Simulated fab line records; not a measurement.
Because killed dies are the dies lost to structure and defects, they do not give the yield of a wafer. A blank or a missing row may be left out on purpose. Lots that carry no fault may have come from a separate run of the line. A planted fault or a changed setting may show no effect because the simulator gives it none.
fab line records + flow nand-harc
[record]
- lots = 5
- wafers = 15
- last-day = 24
route steps=1159 shown A_ONON_D1@440 A_CHANNEL_HOLE_D1@450 END@1159
lots untouched by any fault: they come from a run of this same line in which no faults occurred
start-h: the number of hours between the record's first day and the start of the first shown wafer of the lot + wait-h: time in hours since the lot's previous step + " same as the row above + L1.1+2: one row covering several wafers at once + - no value, or no start was given + * or withheld: withheld + < > ~ a bound
route shown NAME@n: names a module that has steps shown in the file, with the first one's number in the route + usual: average and standard deviation across the fault-free wafers + same: alike in all rows + chamber/n: place in a boat + sites: each site's reading + _std_site: the standard deviation of these + _edge_site: mean of outer sites minus mean of inner sites + radius-mm: for every site, how far away it sits from the centre of the wafer + mask NAME#n: copy n + behind: the most recent tool/chamber to have shaped the wafer + hold: why the lot was held/for how many hours/how that ended + device: the transistor (n, p or np) that didn't switch + end of line: tests of these same wafers at the route's end + a step given without rows: its recipe and nothing more + killed: dies lost to structure and defects at the first sort, not the wafer's yield + map: a wafer's dies, x killed, . not, _ none there
set.NAME: the setting that was run; set.NAME@STEP: the one run at that earlier step + model.NAME: the simulator's own value behind a step, which no gauge read
lots at selected steps of the route; one table per step, one row per wafer
services: the hour from which a tool's chamber was out of use, counted from the record's first day as start-h (under 0 if before that day), plus the number of hours and why
[[steps]]
[step NHARC_A_ONON_D1_DEP_22]
[recipe]
- target-thk-a = 10000
- n2-flow-sccm = 2750
- n2o-flow-sccm = 2000
- nh3-flow-sccm = 500
- sih4-flow-sccm = 210
- temp-c = 400
[step NHARC_A_ONON_D1_DEP_25]
[recipe]
- target-thk-a = 10000
- n2-flow-sccm = 2750
- n2o-flow-sccm = 2000
- nh3-flow-sccm = 500
- sih4-flow-sccm = 210
- temp-c = 400
[step NHARC_A_ONON_D1_DEP_28]
[recipe]
- target-thk-a = 10000
- n2-flow-sccm = 2750
- n2o-flow-sccm = 2000
- nh3-flow-sccm = 500
- sih4-flow-sccm = 210
- temp-c = 400
[step NHARC_A_ONON_D1_DEP_33]
[recipe]
- target-thk-a = 2000
- temp-c = 400
- pressure-torr = 6.5
- rf-w = 900
- teos-flow-sccm = 161.4
- flow-sccm = 2650
- target-thk-nm = 200
- gas = O2
- material = SiO2
[step NHARC_A_CHANNEL_HOLE_D1_DEP_00]
[recipe]
- target-thk-a = 31000
- temp-c = 400
- material = aC
[step NHARC_A_CHANNEL_HOLE_D1_DEP_01]
[recipe]
- target-thk-a = 1400
- target-thk-nm = 140
- temp-c = 400
- pressure-torr = 3.5
- flow-sccm = 200
- rf-w = 350
- material = SiON
[usual]
- heater-power-w = 809/100
| lot.wafer | tool     | chamber | start-h | wait-h | heater-power-w |
|-----------|----------|---------|---------|--------|----------------|
| L157.2    | pecvd-03 | 2       | 188.39  | 1.3    | 864            |
| L157.4    | "        | 0       | "       | "      | 742            |
| L157.5    | "        | 1       | "       | "      | 886            |
| L171.1    | pecvd-04 | 2       | 268.10  | 1.7    | 968            |
| L171.3    | "        | 1       | "       | "      | 719            |
| L171.5    | "        | 1       | "       | "      | 752            |
| L172.2    | pecvd-03 | 2       | 268.51  | 1.3    | 826            |
| L172.5    | "        | 2       | "       | "      | 838            |
| L172.6    | "        | 0       | "       | "      | 765            |
| L176.5    | pecvd-03 | 1       | 284.99  | 0.4    | 746            |
| L176.6    | "        | 2       | "       | "      | 882            |
| L176.4    | "        | 0       | "       | "      | 767            |
| L174.1    | pecvd-03 | 1       | 285.77  | 1.6    | 762            |
| L174.2    | "        | 0       | "       | "      | 730            |
| L174.6    | "        | 2       | "       | "      | 880            |
[step NHARC_A_CHANNEL_HOLE_D1_DEHYDRATE_02]
[recipe]
- temp-c = 150
- time-s = 120
[step NHARC_A_CHANNEL_HOLE_D1_HMDS_03]
[recipe]
- time-s = 30
[step NHARC_A_CHANNEL_HOLE_D1_COAT_36]
[recipe]
- temp-c = 260
- time-s = 75
[step NHARC_A_CHANNEL_HOLE_D1_COAT_37]
[recipe]
- temp-c = 225
- time-s = 65
[step NHARC_A_CHANNEL_HOLE_D1_COAT_04]
[recipe]
- spin-rpm = 1500
- resist-thk-nm = 90
[step NHARC_A_CHANNEL_HOLE_D1_SOFTBAKE_05]
[recipe]
- temp-c = 105
- time-s = 55
[step NHARC_A_CHANNEL_HOLE_D1_EBR_06]
[step NHARC_A_CHANNEL_HOLE_D1_EXPOSE_07]
[recipe]
- na = 1.35
- target-cd-nm = 100
- sigma-outer = 0.3
- dose-mj = 59.65
- mask-id = HOLE_D1
[step NHARC_A_CHANNEL_HOLE_D1_PEB_08]
[recipe]
- peb-temp-c = 100
- peb-time-s = 65
[step NHARC_A_CHANNEL_HOLE_D1_DEVELOP_09]
[recipe]
- develop-time-s = 35
- dev-temp-c = 23
[step NHARC_A_CHANNEL_HOLE_D1_INSPECT_12]
[usual]
- raw-defect-count = 6.0/2.6
| lot.wafer | tool              | chamber | start-h | wait-h | raw-defect-count |
|-----------|-------------------|---------|---------|--------|------------------|
| L157.2    | defect-inspect-02 | -       | 189.11  | 0.0    | 8                |
| L157.4    | "                 | -       | "       | "      | 10               |
| L157.5    | "                 | -       | "       | "      | 6                |
| L171.1    | defect-inspect-01 | -       | 268.98  | 0.0    | 7                |
| L171.3    | "                 | -       | "       | "      | 2                |
| L171.5    | "                 | -       | "       | "      | 7                |
| L172.2    | defect-inspect-01 | -       | 269.36  | 0.0    | 407              |
| L172.5    | "                 | -       | "       | "      | 415              |
| L172.6    | "                 | -       | "       | "      | 376              |
| L176.4    | defect-inspect-02 | -       | 285.75  | 0.0    | 458              |
| L176.5    | "                 | -       | "       | "      | 427              |
| L176.6    | "                 | -       | "       | "      | 402              |
| L174.1    | defect-inspect-01 | -       | 286.49  | 0.0    | 455              |
| L174.2    | "                 | -       | "       | "      | 408              |
| L174.6    | "                 | -       | "       | "      | 390              |
[step NHARC_A_CHANNEL_HOLE_D1_DESCUM_15]
[recipe]
- time-s = 3
- o2-flow-sccm = 200
- ar-flow-sccm = 0
- bias-power-w = 0
- chemistry = O2
[step NHARC_A_CHANNEL_HOLE_D1_ETCH_38]
[recipe]
- target-depth-a = 390
- over-etch-frac = 0.3
- time-s = 65
- ion-energy-ev = 80
- cf4-flow-sccm = 150
- ar-flow-sccm = 0
- rf-w = 300
- bias-w = 100
- chemistry = CF4
[step NHARC_A_CHANNEL_HOLE_D1_ETCH_39]
[recipe]
- target-depth-a = 2600
- over-etch-frac = 0.3
- time-s = 325
- ion-energy-ev = 200
- n2-flow-sccm = 150
- h2-flow-sccm = 150
- ar-flow-sccm = 0
- rf-w = 400
- bias-w = 150
- chemistry = N2/H2
[step NHARC_A_CHANNEL_HOLE_D1_ETCH_34]
[recipe]
- target-depth-a = 1540
- time-s = 77
- cf4-flow-sccm = 100
- chf3-flow-sccm = 30
- ar-flow-sccm = 0
- rf-w = 500
- bias-w = 200
- chemistry = CF4/CHF3
[step NHARC_A_CHANNEL_HOLE_D1_ETCH_16]
[recipe]
- target-depth-a = 31000
- over-etch-frac = 0.3
- time-s = 806
- ion-energy-ev = 150
- o2-flow-sccm = 400
- cos-flow-sccm = 20
- ar-flow-sccm = 0
- rf-w = 500
- bias-w = 300
- chemistry = O2/COS
[step NHARC_A_CHANNEL_HOLE_D1_ETCH_19]
[recipe]
- bias-v = 1200
- source-w = 2500
- pressure-mtorr = 15
- time-s = 34.5
- ar-flow-sccm = 375
- c4f8-flow-sccm = 28.8
- o2-flow-sccm = 96.2
- temp-c = -20
- target-depth-a = *
- chemistry = C4F8/O2/Ar
[step NHARC_A_CHANNEL_HOLE_D1_ETCH_20]
[recipe]
- bias-v = 3000
- source-w = withheld
- pressure-mtorr = 20
- time-s = 361.9
- ar-flow-sccm = 375
- c4f8-flow-sccm = 89.3
- o2-flow-sccm = 35.7
- temp-c = -20
- target-depth-a = 16000
- chemistry = C4F8/O2/Ar
[step NHARC_A_CHANNEL_HOLE_D1_ETCH_21]
[recipe]
- bias-v = 3000
- source-w = withheld
- pressure-mtorr = 20
- time-s = 514.3
- ar-flow-sccm = 375
- c4f8-flow-sccm = 89.3
- o2-flow-sccm = 35.7
- temp-c = -20
- target-depth-a = 16000
- chemistry = C4F8/O2/Ar
[step NHARC_A_CHANNEL_HOLE_D1_ETCH_22]
[recipe]
- bias-v = 3000
- source-w = withheld
- pressure-mtorr = 20
- time-s = 666.7
- ar-flow-sccm = 375
- c4f8-flow-sccm = 89.3
- o2-flow-sccm = 35.7
- temp-c = -20
- target-depth-a = 16000
- chemistry = C4F8/O2/Ar
[step NHARC_A_CHANNEL_HOLE_D1_ETCH_23]
[recipe]
- bias-v = 5000
- source-w = withheld
- pressure-mtorr = 20
- time-s = 819
- ar-flow-sccm = 375
- c4f8-flow-sccm = 89.3
- o2-flow-sccm = 35.7
- temp-c = -20
- target-depth-a = 16000
- chemistry = C4F8/O2/Ar
[step NHARC_A_CHANNEL_HOLE_D1_ETCH_24]
[recipe]
- bias-v = 5000
- source-w = withheld
- pressure-mtorr = 20
- time-s = 906.2
- ar-flow-sccm = 375
- c4f8-flow-sccm = 93.8
- o2-flow-sccm = 31.2
- temp-c = -20
- target-depth-a = 15000
- chemistry = C4F8/O2/Ar
[step NHARC_A_CHANNEL_HOLE_D1_ETCH_25]
[recipe]
- bias-v = 5000
- source-w = withheld
- pressure-mtorr = 20
- time-s = 1040.2
- ar-flow-sccm = 375
- c4f8-flow-sccm = 93.8
- o2-flow-sccm = 31.2
- temp-c = -20
- target-depth-a = 15000
- chemistry = C4F8/O2/Ar
[step NHARC_A_CHANNEL_HOLE_D1_ETCH_26]
[recipe]
- bias-v = 300
- source-w = 2000
- pressure-mtorr = 30
- time-s = 224.1
- ar-flow-sccm = 375
- c4f8-flow-sccm = 11.4
- o2-flow-sccm = 113.6
- temp-c = -20
- target-depth-a = 3000
- chemistry = C4F8/O2/Ar
[step NHARC_A_CHANNEL_HOLE_D1_ETCH_33]
[recipe]
- bias-v = 400
- source-w = 2000
- pressure-mtorr = 25
- time-s = 90
- ar-flow-sccm = 375
- c4f8-flow-sccm = 41.7
- o2-flow-sccm = 83.3
- temp-c = -20
- target-depth-a = 4000
- chemistry = C4F8/O2/Ar
[step NHARC_A_CHANNEL_HOLE_D1_STRIP_41]
[recipe]
- n2-flow-sccm = 150
- h2-flow-sccm = 150
- ar-flow-sccm = 0
- bias-w = 0
- chemistry = N2/H2
[step NHARC_A_CHANNEL_HOLE_D1_INSPECT_40]
[usual]
- raw-defect-count = 61/17
| lot.wafer | tool              | chamber | start-h | wait-h | raw-defect-count |
|-----------|-------------------|---------|---------|--------|------------------|
| L157.2    | defect-inspect-01 | -       | 196.04  | -      | 63               |
| L157.4    | "                 | -       | "       | "      | 75               |
| L157.5    | "                 | -       | "       | "      | 99               |
| L171.1    | defect-inspect-01 | -       | 276.21  | -      | 70               |
| L171.3    | "                 | -       | "       | "      | 70               |
| L171.5    | "                 | -       | "       | "      | 90               |
| L172.2    | defect-inspect-02 | -       | 276.31  | -      | 449              |
| L172.5    | "                 | -       | "       | "      | 441              |
| L172.6    | "                 | -       | "       | "      | 443              |
| L176.4    | defect-inspect-02 | -       | 292.84  | -      | 517              |
| L176.5    | "                 | -       | "       | "      | 474              |
| L176.6    | "                 | -       | "       | "      | 442              |
| L174.1    | defect-inspect-01 | -       | 293.68  | -      | 493              |
| L174.2    | "                 | -       | "       | "      | 443              |
| L174.6    | "                 | -       | "       | "      | 425              |
[step NHARC_END_SORT_01]
[recipe]
- temp-c = 25
[usual]
- killed-at-array = 29/11
- killed-at-other = 0.6/0.75
- killed-at-periphery = 3.1/2.1
- killed-dies = 32/11
- killed-open = 3.0/1.8
- killed-short = 1.8/1.3
[same]
- gross-dies = 677
| lot.wafer | tool      | chamber | start-h | wait-h | killed-at-array | killed-at-other | killed-at-periphery | killed-dies | killed-open | killed-short |
|-----------|-----------|---------|---------|--------|-----------------|-----------------|---------------------|-------------|-------------|--------------|
| L157.2    | prober-02 | 0       | 451.88  | 2.8    | 21              | 0               | 3                   | 24          | 2           | 3            |
| L157.4    | prober-02 | 0       | 453.49  | 3.4    | 26              | 1               | 0                   | 27          | 4           | 4            |
| L157.5    | prober-02 | 0       | 454.29  | 3.7    | 27              | 0               | 0                   | 27          | 2           | 4            |
| L172.2    | prober-02 | 0       | 523.46  | 2.8    | 78              | 1               | 1                   | 80          | 3           | 2            |
| L172.5    | prober-02 | 0       | 525.86  | 3.7    | 78              | 1               | 3                   | 82          | 5           | 2            |
| L172.6    | prober-02 | 0       | 526.66  | 4.0    | 105             | 2               | 1                   | 108         | 2           | 0            |
| L171.1    | prober-01 | 0       | 530.43  | 2.5    | 43              | 1               | 2                   | 46          | 3           | 0            |
| L171.3    | prober-01 | 0       | 532.03  | 3.1    | 52              | 1               | 3                   | 56          | 5           | 1            |
| L171.5    | prober-01 | 0       | 533.62  | 3.7    | 43              | 1               | 0                   | 44          | 0           | 3            |
| L174.1    | prober-01 | 0       | 547.82  | 2.5    | 97              | 0               | 1                   | 98          | 1           | 1            |
| L174.2    | prober-01 | 0       | 548.61  | 2.8    | 84              | 1               | 2                   | 87          | 1           | 2            |
| L174.6    | prober-01 | 0       | 551.76  | 3.9    | 53              | 0               | 1                   | 54          | 2           | 1            |
| L176.4    | prober-02 | 0       | 569.43  | 3.4    | 135             | 0               | 7                   | 142         | 1           | 2            |
| L176.5    | prober-02 | 0       | 570.23  | 3.7    | 124             | 1               | 8                   | 133         | 0           | 3            |
| L176.6    | prober-02 | 0       | 571.03  | 4.0    | 75              | 0               | 1                   | 76          | 5           | 2            |
// killed by level:class
L157.2 A_CHANNEL_HOLE_D1:chamber-film-flake=11 A_SLIT:chamber-film-flake=4 P_STI:chamber-film-flake=2 P_CONTACT:geometric-particle:open=1 A_SGD_CUT:geometric-particle:short=1 A_WL_FILL:geometric-particle:short=1 A_CONTACT:geometric-particle:short=1 A_BLC:geometric-particle:open=1
L157.4 A_CHANNEL_HOLE_D1:chamber-film-flake=10 A_SLIT:chamber-film-flake=5 A_CHANNEL_HOLE_D1:geometric-particle:open=2 A_CONTACT:chamber-film-flake=2 A_CHANNEL_FILL_D1:geometric-particle:short=1 A_SGD_CUT:geometric-particle:open=1 A_SGD_CUT:geometric-particle:short=1 A_CONTACT:geometric-particle:short=1
L157.5 A_CHANNEL_HOLE_D1:chamber-film-flake=13 A_ZERO_WELL:chamber-film-flake=3 A_SLIT:chamber-film-flake=3 A_ONON_D1:geometric-particle:open=1 A_CHANNEL_HOLE_D1:geometric-particle:short=1 A_CHANNEL_FILL_D1:geometric-particle:open=1 A_CHANNEL_FILL_D1:geometric-particle:short=1 A_WL_FILL:geometric-particle:short=1
L172.2 A_CHANNEL_HOLE_D1:unspecified=39 A_SLIT:chamber-film-flake=13 A_STAIRCASE:chamber-film-flake=7 A_CHANNEL_HOLE_D1:chamber-film-flake=6 A_BONDPAD:chamber-film-flake=6 A_WL_FILL:geometric-particle:open=2 A_CHANNEL_FILL_D1:chamber-film-flake=2 P_M1:geometric-particle:open=1
L172.5 A_CHANNEL_HOLE_D1:unspecified=36 A_SLIT:chamber-film-flake=16 A_CHANNEL_HOLE_D1:chamber-film-flake=6 A_STAIRCASE:chamber-film-flake=5 A_BONDPAD:chamber-film-flake=4 P_ZERO_WELL:chamber-film-flake=3 A_CONTACT:chamber-film-flake=3 A_M0:geometric-particle:open=2
L172.6 A_CHANNEL_HOLE_D1:unspecified=77 A_SLIT:chamber-film-flake=14 A_CONTACT:chamber-film-flake=4 A_STAIRCASE:chamber-film-flake=4 THIN_TSV:chamber-film-flake=2 A_CHANNEL_FILL_D1:geometric-particle:open=1 A_WL_FILL:geometric-particle:open=1 P_ZERO_WELL:chamber-film-flake=1
L171.1 A_SLIT:chamber-film-flake=12 A_CHANNEL_HOLE_D1:chamber-film-flake=10 A_STAIRCASE:chamber-film-flake=7 A_CONTACT:chamber-film-flake=5 A_BONDPAD:chamber-film-flake=3 A_BLC:chamber-film-flake=2 A_WL_FILL:geometric-particle:open=1 A_CONTACT:geometric-particle:open=1
L171.3 A_CHANNEL_HOLE_D1:chamber-film-flake=20 A_SLIT:chamber-film-flake=18 A_BONDPAD:chamber-film-flake=5 A_STAIRCASE:chamber-film-flake=3 P_CONTACT:geometric-particle:open=2 P_M1:geometric-particle:open=1 A_ONON_D1:geometric-particle:open=1 A_CONTACT:geometric-particle:short=1
L171.5 A_SLIT:chamber-film-flake=16 A_CHANNEL_HOLE_D1:chamber-film-flake=14 A_STAIRCASE:chamber-film-flake=7 A_CONTACT:chamber-film-flake=2 A_BONDPAD:chamber-film-flake=2 A_WL_FILL:geometric-particle:short=1 A_CONTACT:geometric-particle:short=1 STARTING-WAFER:geometric-particle:short=1
L174.1 A_CHANNEL_HOLE_D1:unspecified=79 A_CHANNEL_HOLE_D1:chamber-film-flake=9 A_CONTACT:chamber-film-flake=4 A_STAIRCASE:chamber-film-flake=3 P_CONTACT:geometric-particle:open=1 A_WL_FILL:geometric-particle:short=1 A_ZERO_WELL:chamber-film-flake=1
L174.2 A_CHANNEL_HOLE_D1:unspecified=77 A_STAIRCASE:chamber-film-flake=3 A_CONTACT:chamber-film-flake=2 P_CONTACT:geometric-particle:short=1 A_CHANNEL_FILL_D1:geometric-particle:short=1 A_WL_FILL:geometric-particle:open=1 P_M0:chamber-film-flake=1 HYBRID_BOND:chamber-film-flake=1
L174.6 A_CHANNEL_HOLE_D1:unspecified=37 A_CHANNEL_HOLE_D1:chamber-film-flake=6 A_STAIRCASE:chamber-film-flake=5 A_CONTACT:chamber-film-flake=2 A_CHANNEL_FILL_D1:geometric-particle:short=1 A_CONTACT:geometric-particle:open=1 A_M1:geometric-particle:open=1 P_GATE:chamber-film-flake=1
L176.4 A_CHANNEL_HOLE_D1:unspecified=79 A_CHANNEL_HOLE_D1:chamber-film-flake=25 A_SLIT:chamber-film-flake=18 P_M1:chamber-film-flake=6 A_WL_FILL:chamber-film-flake=3 A_STAIRCASE:chamber-film-flake=3 A_CONTACT:chamber-film-flake=3 A_SOURCE_PLATE:geometric-particle:short=1
L176.5 A_CHANNEL_HOLE_D1:unspecified=76 A_SLIT:chamber-film-flake=22 A_CHANNEL_HOLE_D1:chamber-film-flake=19 P_M1:chamber-film-flake=7 A_WL_FILL:chamber-film-flake=3 A_STAIRCASE:chamber-film-flake=2 P_GATE:geometric-particle:short=1 A_SGD_CUT:geometric-particle:short=1
L176.6 A_CHANNEL_HOLE_D1:unspecified=38 A_SLIT:chamber-film-flake=13 A_CHANNEL_HOLE_D1:chamber-film-flake=12 A_STAIRCASE:chamber-film-flake=3 A_WL_FILL:geometric-particle:open=2 A_ONON_D1:geometric-particle:short=1 A_WL_FILL:geometric-particle:short=1 A_CONTACT:geometric-particle:open=1
// map L172.6 (x killed, . not)
____________x____________
_________......._________
_______....x......_______
______....x........______
_____..............._____
____.................____
____.................____
___...................___
___..............x....___
__.....................__
__.....................__
_....x.............x...._
_..............x........_
_......................._
_......................._
_.....................x._
.........................
.....x.x.................
........xx..x............
.....xxxx................
....xxxxxx...........x..x
_...xxxx..x.....x.....xx_
_...xxxxxxx......x....xx_
_.x.xxxxxxx...........xx_
_...xxxxxxxx........xx.._
_..xxxxxxxxx..........x._
__.xxxxxxxx.........xxx__
__.xxxxxxxx.x..........__
___x.xxxxxx...........___
___..xxx.x............___
____.xxx.............____
____.................____
_____..............._____
______.............______
_______........x.._______
_________......._________
____________.____________
// map L174.1 (x killed, . not)
____________.____________
_________......._________
_______..........._______
______........x....______
_____.........x....._____
____.................____
____.................____
___.........x.........___
___.........xx........___
__........xxxx.......x.__
__.......xxxxxx........__
_.......x.xxxxxx........_
_........xxxxxxxx......._
_........xxxxxxxx......._
_.......xxxxxxxxx......._
_........xxxxxxxx...x..._
........xxxxxxxx.........
.........xxxxxx.xx....x..
..........xxxxx..........
...........xxxx......x.x.
............x...........x
_...........x........xx._
_.....................x._
_........x............x._
_....................x.._
_....................xx._
__.....................__
__.....................__
___...................___
___.......x...........___
____......x..........____
____.................____
_____..............._____
______.............______
_______..........._______
_________......._________
____________.____________
[[services]]
| tool     | chamber | start-h | hours | kind       |
|----------|---------|---------|-------|------------|
| pecvd-04 | -       | 195.00  | 13.0  | pm         |
| pecvd-04 | 0       | 195.00  | 13.0  | vent-cycle |
| pecvd-04 | 1       | 195.00  | 13.0  | vent-cycle |
| pecvd-04 | 2       | 195.00  | 13.0  | vent-cycle |
| pecvd-04 | 0       | 208.00  | -     | clean      |
| pecvd-04 | 1       | 208.00  | -     | clean      |
| pecvd-04 | 2       | 208.00  | -     | clean      |
| pecvd-04 | 0       | 261.68  | 21.4  | repair     |
| pecvd-04 | -       | 279.70  | 0.6   | repair     |
[[key]]
[first-sign]
- step = NHARC_A_CHANNEL_HOLE_D1_INSPECT_12
- reading = raw-defect-count
- direction = up
- sigmas = 99+
- usual = 6.0
- struck = 415.3
[effect]
- step = NHARC_A_CHANNEL_HOLE_D1_INSPECT_40
- reading = raw-defect-count
- direction = up
- sigmas = 23
- usual = 61
- struck = 459
[effect]
- step = NHARC_END_SORT_01
- reading = killed-at-array
- direction = up
- sigmas = 5.9
- usual = 29
- struck = 92
[more-kills-born-at]
- NHARC_A_CHANNEL_HOLE_D1_DEP_01@pecvd-03 = 538
met-at NHARC_A_CHANNEL_HOLE_D1_DEP_01
struck-wafers L172.2,L172.5,L172.6,L174.1,L174.2,L174.6,L176.4,L176.5,L176.6
tester-left-out L172,L174,L176
onset-between 188.39 268.51
also-fits time
[fault]
- kind = chamber-particle-source
- tool = pecvd-03
- chamber = -
- onset-h = 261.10
- steps = NHARC_A_CHANNEL_HOLE_D1_DEP_01
- rate-per-visit-cm2 = 0.64649
- end-h = 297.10
// tester-left-out: of these lots the tester's yield and bins aren't shown, on N5 and GAA mostly nor the transistor test; their killed dies are dies lost to structure and defects alone, not to doping, threshold or leakage, so they don't give the yield
